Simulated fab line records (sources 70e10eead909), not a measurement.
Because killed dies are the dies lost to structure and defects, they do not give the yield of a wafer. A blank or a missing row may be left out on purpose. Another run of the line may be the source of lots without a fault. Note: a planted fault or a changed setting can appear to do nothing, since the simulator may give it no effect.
Which of the tools did it? | flow nand_harc | 12 lots, 36 wafers sampled, at 4 steps of a route of 1302

== WHAT THE GAUGES SHOWED, per wafer ==
NHARC_P_M0_CD_MEAS_16. Usual: 89.8 nm for cd_nm, sd 1.
lot  | measured     | on        | cd_nm (nm)     | flag
L215 | day 7 08:14  | cd_sem-01 | 88.7 90.5 89.3 |
L217 | day 8 00:23  | cd_sem-03 | 88.7 91.5 91.6 |
L220 | day 9 14:14  | cd_sem-01 | 91.1 89.2 90.9 |
L223 | day 11 00:58 | cd_sem-03 | 89.6 87.8 88.4 |
L225 | day 12 05:55 | cd_sem-01 | 90.7 88.5 90.7 |
L229 | day 13 00:35 | cd_sem-02 | 88.6 88.6 90.9 |
L230 | day 13 13:41 | cd_sem-01 | 88.6 90.5 89.0 |
L231 | day 14 02:56 | cd_sem-03 | 90.4 90.5 90.2 |
L232 | day 14 11:18 | cd_sem-01 | 89.1 89.1 90.0 |
L234 | day 15 08:19 | cd_sem-03 | 88.6 91.2 89.1 |
L233 | day 15 08:56 | cd_sem-02 | 89.9 90.0 89.4 |
L235 | day 15 18:46 | cd_sem-03 | 91.3 90.9 90.4 |

== WHICH TOOL RAN EACH LOT (tool, then ch and the chambers of the sampled wafers, then the start) ==
lot  | NHARC_P_GATE_DEGAS_109       | NHARC_P_CONTACT_ETCH_31            | NHARC_P_M0_ETCH_34
L215 | pvd_sputter-01, day 7 00:53  | rie_diel-13 ch 2,3, day 7 04:22    | rie_diel-03 ch 0,1, day 7 08:00
L217 | pvd_sputter-01, day 7 17:17  | rie_diel-06 ch 0,3, day 7 20:46    | rie_diel-03 ch 2,3, day 8 00:09
L220 | pvd_sputter-03, day 9 06:58  | rie_diel-06 ch 0,1,3, day 9 10:28  | rie_diel-11 ch 2,3, day 9 14:01
L223 | pvd_sputter-03, day 10 17:21 | rie_diel-06 ch 0,3, day 10 21:12   | rie_diel-03 ch 0,1,2, day 11 00:44
L225 | pvd_sputter-01, day 11 22:47 | rie_diel-12 ch 1,3, day 12 02:18   | rie_diel-10 ch 0,1,2, day 12 05:41
L229 | pvd_sputter-03, day 12 17:19 | rie_diel-13 ch 0,1,2, day 12 20:50 | rie_diel-10 ch 0,2,3, day 13 00:23
L230 | pvd_sputter-02, day 13 06:26 | rie_diel-13 ch 0,1,2, day 13 09:57 | rie_diel-10 ch 0,1,3, day 13 13:28
L231 | pvd_sputter-03, day 13 18:26 | rie_diel-12 ch 2,3, day 13 21:58   | rie_diel-03 ch 1,2,3, day 14 01:29
L232 | pvd_sputter-03, day 14 03:40 | rie_diel-13 ch 0,2,3, day 14 07:28 | rie_diel-03 ch 0,1,2, day 14 11:05
L234 | pvd_sputter-01, day 15 01:01 | rie_diel-12 ch 0,3, day 15 04:31   | rie_diel-03 ch 1,2, day 15 08:07
L233 | pvd_sputter-03, day 15 01:12 | rie_diel-06 ch 0,1,2, day 15 05:10 | rie_diel-11 ch 0,1, day 15 08:43
L235 | pvd_sputter-02, day 15 11:27 | rie_diel-06 ch 0,1,3, day 15 14:56 | rie_diel-03 ch 0,2, day 15 18:33
- NHARC_P_GATE_DEGAS_109: time 60 s.
- NHARC_P_CONTACT_ETCH_31: etches the open film in CH3F/O2, target depth 30 nm, time 85.7 s.
- NHARC_P_M0_ETCH_34: etches the open film in N2/H2, target depth 40 nm, overetch 12 nm, time 43.94 s.

== AS READ BY THE TOOLS THEMSELVES (means over the sampled wafers that have a number; for cases with no such wafer, the mark the record gives instead) ==
NHARC_P_GATE_DEGAS_109. Usual: 456 W for heater_power_w, sd 28.
lot  | tool           | heater_power_w (W) | flag
L215 | pvd_sputter-01 | 461                |
L217 | pvd_sputter-01 | 438                |
L220 | pvd_sputter-03 | 434                |
L223 | pvd_sputter-03 | 457                |
L225 | pvd_sputter-01 | 461                |
L229 | pvd_sputter-03 | 439                |
L230 | pvd_sputter-02 | 479                |
L231 | pvd_sputter-03 | 436                |
L232 | pvd_sputter-03 | 447                |
L234 | pvd_sputter-01 | 479                |
L233 | pvd_sputter-03 | 443                |
L235 | pvd_sputter-02 | 482                |

NHARC_P_CONTACT_ETCH_31. Usual: drypump_motor_current_A 5.6 A, standard deviation 0.36; o2_flow_sccm 29.99 sccm, standard deviation 0.091; oes_product_au 0.974 a.u., standard deviation 0.017; rf_vpp_V 244.7 V, standard deviation 1.5; showerhead_plenum_p_Torr 2.48 Torr, standard deviation 0.088; throttle_valve_pct 20.663 %, standard deviation 0.0097.
lot  | tool        | drypump_motor_current_A (A) | o2_flow_sccm (sccm) | oes_product_au (a.u.) | rf_vpp_V (V) | showerhead_plenum_p_Torr (Torr) | throttle_valve_pct (%) | flag
L215 | rie_diel-13 | 6.0                         | 29.96               | 0.979                 | 243.2        | 2.45                            | 20.658                 |
L217 | rie_diel-06 | 5.4                         | 30.10               | 0.951                 | 246.8        | 2.58                            | 20.676                 |
L220 | rie_diel-06 | 5.6                         | 29.97               | 0.980                 | 245.5        | 2.54                            | 20.654                 |
L223 | rie_diel-06 | 5.4                         | 30.09               | 0.929                 | 246.4        | 2.58                            | 20.670                 |
L225 | rie_diel-12 | 5.7                         | 30.06               | 0.990                 | 242.6        | 2.35                            | 20.675                 |
L229 | rie_diel-13 | 5.2                         | 29.94               | 0.977                 | 244.5        | 2.46                            | 20.652                 |
L230 | rie_diel-13 | 5.2                         | 30.11               | 0.959                 | 244.2        | 2.46                            | 20.664                 |
L231 | rie_diel-12 | 5.7                         | 29.89               | 0.959                 | 244.3        | 2.41                            | 20.661                 |
L232 | rie_diel-13 | 5.6                         | 30.03               | 0.978                 | 243.8        | 2.43                            | 20.669                 |
L234 | rie_diel-12 | 5.9                         | 30.05               | 0.967                 | 244.4        | 2.45                            | 20.663                 |
L233 | rie_diel-06 | 5.5                         | 29.97               | 0.960                 | 245.6        | 2.53                            | 20.665                 |
L235 | rie_diel-06 | 5.6                         | 30.02               | 0.971                 | 244.8        | 2.54                            | 20.666                 |

NHARC_P_M0_ETCH_34. Usual: drypump_motor_current_A 5.7 A, standard deviation 0.43; n2_flow_sccm 150.0 sccm, standard deviation 0.49; oes_product_au 1.009 a.u., standard deviation 0.012; rf_vpp_V 431 V, standard deviation 3; showerhead_plenum_p_Torr 2.04 Torr, standard deviation 0.11; throttle_valve_pct 14.171 %, standard deviation 0.0095.
lot  | tool        | drypump_motor_current_A (A) | n2_flow_sccm (sccm) | oes_product_au (a.u.) | rf_vpp_V (V) | showerhead_plenum_p_Torr (Torr) | throttle_valve_pct (%) | flag
L215 | rie_diel-03 | 5.7                         | 150.2               | 1.000                 | 428          | 1.94                            | 14.174                 |
L217 | rie_diel-03 | 5.8                         | 149.8               | 1.019                 | 432          | 2.12                            | 14.172                 |
L220 | rie_diel-11 | 6.1                         | 150.1               | 1.000                 | 434          | 2.16                            | 14.158                 |
L223 | rie_diel-03 | 5.9                         | 149.7               | 1.020                 | 428          | 1.98                            | 14.179                 |
L225 | rie_diel-10 | 5.5                         | 150.4               | 1.017                 | 431          | 2.05                            | 14.172                 |
L229 | rie_diel-10 | 5.8                         | 149.9               | 1.019                 | 430          | 1.99                            | 14.170                 |
L230 | rie_diel-10 | 5.5                         | 150.2               | 1.012                 | 428          | 2.00                            | 14.176                 |
L231 | rie_diel-03 | 5.7                         | 150.7               | 1.017                 | 432          | 2.07                            | 14.166                 |
L232 | rie_diel-03 | 5.9                         | 150.0               | 1.008                 | 429          | 1.97                            | 14.175                 |
L234 | rie_diel-03 | 6.0                         | 150.1               | 1.005                 | 429          | 2.00                            | 14.172                 |
L233 | rie_diel-11 | 5.6                         | 149.7               | 1.004                 | 434          | 2.16                            | 14.176                 |
L235 | rie_diel-03 | 5.7                         | 149.1               | 1.004                 | 428          | 1.95                            | 14.161                 |

== THE ANSWER, worked out from the rows above alone ==
Rule: a lot is off if the mean of its wafers that have a number lies more than 3 standard deviations from the usual mean. A lot without any number at a reading at which 4 lots or more have one is off too. Where the step has rows for the other lots, those lots are counted as sound. After the gauges, taken in route order, come the tools' own readings; for these a lot's mean is taken, as printed above. At the first step where some lot is off, the reading lying furthest off is the one used; lots without a number count as furthest.
Across all readings shown, no lot is off: no conclusion can be drawn from this.

== WHAT THE SIMULATOR HAD INSERTED ==
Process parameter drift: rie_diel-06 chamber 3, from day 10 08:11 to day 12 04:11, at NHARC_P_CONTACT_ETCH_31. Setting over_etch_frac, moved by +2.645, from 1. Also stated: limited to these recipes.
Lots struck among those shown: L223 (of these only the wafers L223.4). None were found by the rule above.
